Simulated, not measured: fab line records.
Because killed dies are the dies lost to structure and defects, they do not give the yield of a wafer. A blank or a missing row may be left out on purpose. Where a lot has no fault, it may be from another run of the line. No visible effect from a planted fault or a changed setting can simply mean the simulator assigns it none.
Which tool did it? || flow nand-harc || 11 lots with 33 wafers sampled at 5 steps, on a route of 1302 steps

== WHAT THE GAUGES SHOWED, per wafer ==
NHARC_END_SORT_01.
{"lot": "L448", "measured": "day 26 20:33", "on": "prober-02", "killed-at-array": "51 59 57", "killed-at-other": "0 0 0", "killed-at-periphery": "5 4 3", "killed-dies": "56 63 60", "killed-open": "1 3 2", "killed-short": "3 6 2"}
{"lot": "L459", "measured": "day 30 19:23", "on": "prober-01", "killed-at-array": "29 52 40", "killed-at-other": "4 1 2", "killed-at-periphery": "5 3 1", "killed-dies": "38 56 43", "killed-open": "2 9 4", "killed-short": "5 4 4"}

== EACH LOT AND THE TOOL THAT RAN IT (in order: tool; ch and the chambers of the sampled wafers; start) ==
{"lot": "L442", "NHARC_A_STAIRCASE_ETCH_271": "rie-diel-11 ch 0,2,3, day 16 19:19", "NHARC_A_STAIRCASE_ETCH_292": "rie-diel-03 ch 0,1,3, day 17 05:05", "NHARC_A_STAIRCASE_DEP_301": "pecvd-04 ch 0,1, day 17 10:00", "NHARC_A_STAIRCASE_ETCH_315": "rie-diel-03 ch 0,1, no start"}
{"lot": "L445", "NHARC_A_STAIRCASE_ETCH_271": "rie-diel-02 ch 0,1,2, day 17 22:29", "NHARC_A_STAIRCASE_ETCH_292": "rie-diel-11 ch 0,1,3, day 18 07:06", "NHARC_A_STAIRCASE_DEP_301": "pecvd-04 ch 0,1,2, day 18 11:28", "NHARC_A_STAIRCASE_ETCH_315": "rie-diel-11 ch 0,2,3, no start"}
{"lot": "L447", "NHARC_A_STAIRCASE_ETCH_271": "rie-diel-11 ch 1,3, day 18 08:56", "NHARC_A_STAIRCASE_ETCH_292": "rie-diel-03 ch 0,2,3, day 18 15:11", "NHARC_A_STAIRCASE_DEP_301": "pecvd-01 ch 0,2, day 18 19:23", "NHARC_A_STAIRCASE_ETCH_315": "rie-diel-02 ch 1,2,3, no start"}
{"lot": "L448", "NHARC_A_STAIRCASE_ETCH_271": "rie-diel-02 ch 0,1,3, day 18 18:29", "NHARC_A_STAIRCASE_ETCH_292": "rie-diel-03 ch 0,2,3, day 19 02:35", "NHARC_A_STAIRCASE_DEP_301": "pecvd-01 ch 1,2, day 19 06:40", "NHARC_A_STAIRCASE_ETCH_315": "rie-diel-11 ch 1,2,3, day 26 20:33 or earlier"}
{"lot": "L451", "NHARC_A_STAIRCASE_ETCH_271": "rie-diel-02 ch 0,1,3, day 20 06:17", "NHARC_A_STAIRCASE_ETCH_292": "rie-diel-11 ch 0,2, day 20 14:36", "NHARC_A_STAIRCASE_DEP_301": "pecvd-04 ch 0,1,2, day 20 18:48", "NHARC_A_STAIRCASE_ETCH_315": "rie-diel-02 ch 1,2,3, no start"}
{"lot": "L457", "NHARC_A_STAIRCASE_ETCH_271": "rie-diel-11 ch 0,2, day 22 09:56", "NHARC_A_STAIRCASE_ETCH_292": "rie-diel-02 ch 1,3, day 22 16:44", "NHARC_A_STAIRCASE_DEP_301": "pecvd-04 ch 0,1, day 22 20:47", "NHARC_A_STAIRCASE_ETCH_315": "rie-diel-03 ch 2,3, no start"}
{"lot": "L456", "NHARC_A_STAIRCASE_ETCH_271": "rie-diel-02 ch 1,2,3, day 22 10:16", "NHARC_A_STAIRCASE_ETCH_292": "rie-diel-03 ch 0,2,3, day 22 18:28", "NHARC_A_STAIRCASE_DEP_301": "pecvd-04 ch 0,2, day 23 01:34", "NHARC_A_STAIRCASE_ETCH_315": "rie-diel-02 ch 1,2, no start"}
{"lot": "L459", "NHARC_A_STAIRCASE_ETCH_271": "rie-diel-11 ch 1,2, day 23 03:56", "NHARC_A_STAIRCASE_ETCH_292": "rie-diel-03 ch 2,3, day 23 11:56", "NHARC_A_STAIRCASE_DEP_301": "pecvd-03 ch 0,1,2, day 23 17:47", "NHARC_A_STAIRCASE_ETCH_315": "rie-diel-03 ch 0,1,3, day 30 19:23 or earlier"}
{"lot": "L462", "NHARC_A_STAIRCASE_ETCH_271": "rie-diel-11 ch 0,2,3, day 25 02:07", "NHARC_A_STAIRCASE_ETCH_292": "rie-diel-11 ch 0,2,3, day 25 07:59", "NHARC_A_STAIRCASE_DEP_301": "pecvd-01 ch 0,1,2, day 25 14:06", "NHARC_A_STAIRCASE_ETCH_315": "rie-diel-11 ch 1,2, no start"}
{"lot": "L463", "NHARC_A_STAIRCASE_ETCH_271": "rie-diel-02 ch 0,1,3, day 25 05:01", "NHARC_A_STAIRCASE_ETCH_292": "rie-diel-03 ch 0,1,3, day 25 14:14", "NHARC_A_STAIRCASE_DEP_301": "pecvd-01 ch 0,2, day 25 18:37", "NHARC_A_STAIRCASE_ETCH_315": "rie-diel-03 ch 0,2, no start"}
{"lot": "L464", "NHARC_A_STAIRCASE_ETCH_271": "rie-diel-11 ch 0,1,3, day 25 21:20", "NHARC_A_STAIRCASE_ETCH_292": "rie-diel-02 ch 0,3, day 26 03:13", "NHARC_A_STAIRCASE_DEP_301": "pecvd-03 ch 1,2, day 26 07:31", "NHARC_A_STAIRCASE_ETCH_315": "rie-diel-11 ch 0,1,3, no start"}
- NHARC_A_STAIRCASE_ETCH_271: etches the open film in CF4/CHF3.
- NHARC_A_STAIRCASE_ETCH_292: etches the open film in CF4/CHF3.
- NHARC_A_STAIRCASE_DEP_301: deposits SiON, target thk 30 nm.
- NHARC_A_STAIRCASE_ETCH_315: etches the open film in C4F8/O2/Ar, target depth 2500 nm, time 607.1 s.

== AS READ BY THE TOOLS THEMSELVES (means over the sampled wafers that have a number; for cases with no such wafer, the mark the record gives instead) ==
NHARC_A_STAIRCASE_ETCH_271.
{"lot": "L442", "tool": "rie-diel-11", "bias-w (W)": 200.4, "chamber-pressure-mTorr (mTorr)": 24.995, "drypump-motor-current-A (A)": 6.0, "oes-product-au (a.u.)": 0.974, "rf-vpp-V (V)": 370.9, "showerhead-plenum-p-Torr (Torr)": 1.58, "throttle-valve-pct (%)": 16.797}
{"lot": "L445", "tool": "rie-diel-02", "bias-w (W)": 200.6, "chamber-pressure-mTorr (mTorr)": 25.002, "drypump-motor-current-A (A)": 5.6, "oes-product-au (a.u.)": 0.950, "rf-vpp-V (V)": 371.4, "showerhead-plenum-p-Torr (Torr)": 1.58, "throttle-valve-pct (%)": 16.804}
{"lot": "L447", "tool": "rie-diel-11", "bias-w (W)": 199.5, "chamber-pressure-mTorr (mTorr)": 24.994, "drypump-motor-current-A (A)": 6.2, "oes-product-au (a.u.)": 0.924, "rf-vpp-V (V)": 372.5, "showerhead-plenum-p-Torr (Torr)": 1.65, "throttle-valve-pct (%)": 16.806}
{"lot": "L448", "tool": "rie-diel-02", "bias-w (W)": 199.6, "chamber-pressure-mTorr (mTorr)": 24.982, "drypump-motor-current-A (A)": 5.7, "oes-product-au (a.u.)": 0.970, "rf-vpp-V (V)": 372.5, "showerhead-plenum-p-Torr (Torr)": 1.63, "throttle-valve-pct (%)": 16.804}
{"lot": "L451", "tool": "rie-diel-02", "bias-w (W)": 199.8, "chamber-pressure-mTorr (mTorr)": 25.003, "drypump-motor-current-A (A)": 5.7, "oes-product-au (a.u.)": 0.911, "rf-vpp-V (V)": 372.8, "showerhead-plenum-p-Torr (Torr)": 1.63, "throttle-valve-pct (%)": 16.800}
{"lot": "L457", "tool": "rie-diel-11", "bias-w (W)": 200.1, "chamber-pressure-mTorr (mTorr)": 24.995, "drypump-motor-current-A (A)": 5.7, "oes-product-au (a.u.)": 0.972, "rf-vpp-V (V)": 367.6, "showerhead-plenum-p-Torr (Torr)": 1.50, "throttle-valve-pct (%)": 16.805}
{"lot": "L456", "tool": "rie-diel-02", "bias-w (W)": 200.2, "chamber-pressure-mTorr (mTorr)": 25.007, "drypump-motor-current-A (A)": 5.6, "oes-product-au (a.u.)": 0.964, "rf-vpp-V (V)": 372.4, "showerhead-plenum-p-Torr (Torr)": 1.61, "throttle-valve-pct (%)": 16.802}
{"lot": "L459", "tool": "rie-diel-11", "bias-w (W)": 199.6, "chamber-pressure-mTorr (mTorr)": 24.993, "drypump-motor-current-A (A)": 5.6, "oes-product-au (a.u.)": 0.940, "rf-vpp-V (V)": 369.2, "showerhead-plenum-p-Torr (Torr)": 1.52, "throttle-valve-pct (%)": 16.806}
{"lot": "L462", "tool": "rie-diel-11", "bias-w (W)": 200.1, "chamber-pressure-mTorr (mTorr)": 24.982, "drypump-motor-current-A (A)": 6.0, "oes-product-au (a.u.)": 0.959, "rf-vpp-V (V)": 370.3, "showerhead-plenum-p-Torr (Torr)": 1.57, "throttle-valve-pct (%)": 16.803}
{"lot": "L463", "tool": "rie-diel-02", "bias-w (W)": 199.5, "chamber-pressure-mTorr (mTorr)": 25.008, "drypump-motor-current-A (A)": 5.8, "oes-product-au (a.u.)": 0.958, "rf-vpp-V (V)": 372.3, "showerhead-plenum-p-Torr (Torr)": 1.62, "throttle-valve-pct (%)": 16.793}
{"lot": "L464", "tool": "rie-diel-11", "bias-w (W)": 200.1, "chamber-pressure-mTorr (mTorr)": 24.986, "drypump-motor-current-A (A)": 5.9, "oes-product-au (a.u.)": 0.947, "rf-vpp-V (V)": 371.7, "showerhead-plenum-p-Torr (Torr)": 1.59, "throttle-valve-pct (%)": 16.797}

NHARC_A_STAIRCASE_ETCH_292.
{"lot": "L442", "tool": "rie-diel-03", "bias-w (W)": 199.9, "chamber-pressure-mTorr (mTorr)": 25.008, "drypump-motor-current-A (A)": 6.2, "oes-product-au (a.u.)": 0.933, "rf-vpp-V (V)": 368.0, "showerhead-plenum-p-Torr (Torr)": 1.51, "throttle-valve-pct (%)": 16.793}
{"lot": "L445", "tool": "rie-diel-11", "bias-w (W)": 199.9, "chamber-pressure-mTorr (mTorr)": 24.988, "drypump-motor-current-A (A)": 5.9, "oes-product-au (a.u.)": 0.926, "rf-vpp-V (V)": 371.8, "showerhead-plenum-p-Torr (Torr)": 1.61, "throttle-valve-pct (%)": 16.807}
{"lot": "L447", "tool": "rie-diel-03", "bias-w (W)": 199.9, "chamber-pressure-mTorr (mTorr)": 24.990, "drypump-motor-current-A (A)": 6.4, "oes-product-au (a.u.)": 0.923, "rf-vpp-V (V)": 370.1, "showerhead-plenum-p-Torr (Torr)": 1.58, "throttle-valve-pct (%)": 16.799}
{"lot": "L448", "tool": "rie-diel-03", "bias-w (W)": 199.5, "chamber-pressure-mTorr (mTorr)": 24.995, "drypump-motor-current-A (A)": 6.4, "oes-product-au (a.u.)": 0.976, "rf-vpp-V (V)": 370.6, "showerhead-plenum-p-Torr (Torr)": 1.58, "throttle-valve-pct (%)": 16.799}
{"lot": "L451", "tool": "rie-diel-11", "bias-w (W)": 200.1, "chamber-pressure-mTorr (mTorr)": 25.004, "drypump-motor-current-A (A)": 5.7, "oes-product-au (a.u.)": 0.923, "rf-vpp-V (V)": 368.4, "showerhead-plenum-p-Torr (Torr)": 1.51, "throttle-valve-pct (%)": 16.796}
{"lot": "L457", "tool": "rie-diel-02", "bias-w (W)": 199.4, "chamber-pressure-mTorr (mTorr)": 25.007, "drypump-motor-current-A (A)": 5.8, "oes-product-au (a.u.)": 0.963, "rf-vpp-V (V)": 373.3, "showerhead-plenum-p-Torr (Torr)": 1.64, "throttle-valve-pct (%)": 16.797}
{"lot": "L456", "tool": "rie-diel-03", "bias-w (W)": 200.3, "chamber-pressure-mTorr (mTorr)": 25.019, "drypump-motor-current-A (A)": 6.5, "oes-product-au (a.u.)": 0.920, "rf-vpp-V (V)": 370.6, "showerhead-plenum-p-Torr (Torr)": 1.57, "throttle-valve-pct (%)": 16.806}
{"lot": "L459", "tool": "rie-diel-03", "bias-w (W)": 199.8, "chamber-pressure-mTorr (mTorr)": 24.986, "drypump-motor-current-A (A)": 6.4, "oes-product-au (a.u.)": 0.957, "rf-vpp-V (V)": 370.9, "showerhead-plenum-p-Torr (Torr)": 1.58, "throttle-valve-pct (%)": 16.803}
{"lot": "L462", "tool": "rie-diel-11", "bias-w (W)": 200.3, "chamber-pressure-mTorr (mTorr)": 25.000, "drypump-motor-current-A (A)": 6.0, "oes-product-au (a.u.)": 0.923, "rf-vpp-V (V)": 370.3, "showerhead-plenum-p-Torr (Torr)": 1.57, "throttle-valve-pct (%)": 16.799}
{"lot": "L463", "tool": "rie-diel-03", "bias-w (W)": 199.8, "chamber-pressure-mTorr (mTorr)": 25.000, "drypump-motor-current-A (A)": 6.2, "oes-product-au (a.u.)": 0.949, "rf-vpp-V (V)": 367.9, "showerhead-plenum-p-Torr (Torr)": 1.50, "throttle-valve-pct (%)": 16.807}
{"lot": "L464", "tool": "rie-diel-02", "bias-w (W)": 199.6, "chamber-pressure-mTorr (mTorr)": 24.999, "drypump-motor-current-A (A)": 5.7, "oes-product-au (a.u.)": 0.958, "rf-vpp-V (V)": 371.8, "showerhead-plenum-p-Torr (Torr)": 1.60, "throttle-valve-pct (%)": 16.799}

NHARC_A_STAIRCASE_DEP_301.
{"lot": "L442", "tool": "pecvd-04", "heater-power-w (W)": 840, "rf-fwd-power-W (W)": 348.6}
{"lot": "L445", "tool": "pecvd-04", "heater-power-w (W)": 705, "rf-fwd-power-W (W)": 348.2}
{"lot": "L447", "tool": "pecvd-01", "heater-power-w (W)": 773, "rf-fwd-power-W (W)": 349.4}
{"lot": "L448", "tool": "pecvd-01", "heater-power-w (W)": 671, "rf-fwd-power-W (W)": 348.8}
{"lot": "L451", "tool": "pecvd-04", "heater-power-w (W)": 743, "rf-fwd-power-W (W)": 349.5}
{"lot": "L457", "tool": "pecvd-04", "heater-power-w (W)": 768, "rf-fwd-power-W (W)": 389.9}
{"lot": "L456", "tool": "pecvd-04", "heater-power-w (W)": 650, "rf-fwd-power-W (W)": 391.0}
{"lot": "L459", "tool": "pecvd-03", "heater-power-w (W)": 736, "rf-fwd-power-W (W)": 349.2}
{"lot": "L462", "tool": "pecvd-01", "heater-power-w (W)": 741, "rf-fwd-power-W (W)": 348.5}
{"lot": "L463", "tool": "pecvd-01", "heater-power-w (W)": 669, "rf-fwd-power-W (W)": 348.5}
{"lot": "L464", "tool": "pecvd-03", "heater-power-w (W)": 635, "rf-fwd-power-W (W)": 347.9}

NHARC_A_STAIRCASE_ETCH_315.
{"lot": "L442", "tool": "rie-diel-03", "bias-w (W)": 2995, "chamber-pressure-mTorr (mTorr)": 25.016, "oes-product-au (a.u.)": 0.928, "rf-vpp-V (V)": 1814}
{"lot": "L445", "tool": "rie-diel-11", "bias-w (W)": 2998, "chamber-pressure-mTorr (mTorr)": 25.013, "oes-product-au (a.u.)": 0.930, "rf-vpp-V (V)": 1828}
{"lot": "L447", "tool": "rie-diel-02", "bias-w (W)": 3005, "chamber-pressure-mTorr (mTorr)": 25.001, "oes-product-au (a.u.)": 0.924, "rf-vpp-V (V)": 1834}
{"lot": "L448", "tool": "rie-diel-11", "bias-w (W)": 3008, "chamber-pressure-mTorr (mTorr)": 24.972, "oes-product-au (a.u.)": 0.929, "rf-vpp-V (V)": 1825}
{"lot": "L451", "tool": "rie-diel-02", "bias-w (W)": 2994, "chamber-pressure-mTorr (mTorr)": 25.007, "oes-product-au (a.u.)": 0.920, "rf-vpp-V (V)": 1833}
{"lot": "L457", "tool": "rie-diel-03", "bias-w (W)": 2994, "chamber-pressure-mTorr (mTorr)": 24.988, "oes-product-au (a.u.)": 0.925, "rf-vpp-V (V)": 1828}
{"lot": "L456", "tool": "rie-diel-02", "bias-w (W)": 2997, "chamber-pressure-mTorr (mTorr)": 25.016, "oes-product-au (a.u.)": 0.940, "rf-vpp-V (V)": 1829}
{"lot": "L459", "tool": "rie-diel-03", "bias-w (W)": 3000, "chamber-pressure-mTorr (mTorr)": 24.972, "oes-product-au (a.u.)": 0.923, "rf-vpp-V (V)": 1816}
{"lot": "L462", "tool": "rie-diel-11", "bias-w (W)": 2995, "chamber-pressure-mTorr (mTorr)": 24.989, "oes-product-au (a.u.)": 0.931, "rf-vpp-V (V)": 1813}
{"lot": "L463", "tool": "rie-diel-03", "bias-w (W)": 2994, "chamber-pressure-mTorr (mTorr)": 24.999, "oes-product-au (a.u.)": 0.925, "rf-vpp-V (V)": 1823}
{"lot": "L464", "tool": "rie-diel-11", "bias-w (W)": 2992, "chamber-pressure-mTorr (mTorr)": 24.999, "oes-product-au (a.u.)": 0.928, "rf-vpp-V (V)": 1830}

== THE ANSWER, worked out from the rows above alone ==
Rule: what is usual is taken from the lots themselves. Put in order of their means at a reading, lots are off if they are a third of the lots or fewer, leave a main group of 4 or more, and stand apart from it by a gap of 3 or more times the standard deviation of the main group's means; of several such gaps the widest counts. A main group whose means are all the same, to the digits that the tables above print for the reading, isn't used. A lot without any number at a reading at which 4 lots or more have one is off too. The other lots that the step has rows for count as sound. First the gauges in route order, then the tools' own readings, where a lot's mean is used as printed above. The first step at which some lot is off is used, and at that step the reading that is off furthest; a lot without a number counts as furthest.
Off: L457, L456 (NHARC_A_STAIRCASE_DEP_301, rf-fwd-power-W). The main group: mean 348.7 W, standard deviation 0.51.
A tool fits if, at that step or a process step before it, it ran every lot that is off, and no sound lot after the first of them. One candidate fits, namely pecvd-04 at NHARC_A_STAIRCASE_DEP_301. Its last sound lot is L451 (day 20 18:48), its first lot that is off L457 (day 22 20:47): a fault that began between those two fits.
On the lots that are off, the tool's own readings at NHARC_A_STAIRCASE_DEP_301 differ by more than 5 times the standard deviation of the sound lots' means, which bears it out; rf-fwd-power-W reads 390.4 W there versus 348.7 W on the sound lots.

== WHAT WAS PUT IN BY THE SIMULATOR ==
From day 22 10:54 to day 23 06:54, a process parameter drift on pecvd-04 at NHARC_A_STAIRCASE_DEP_301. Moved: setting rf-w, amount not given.
Lots struck among those shown: L457, L456. This agrees with what the rule above found.
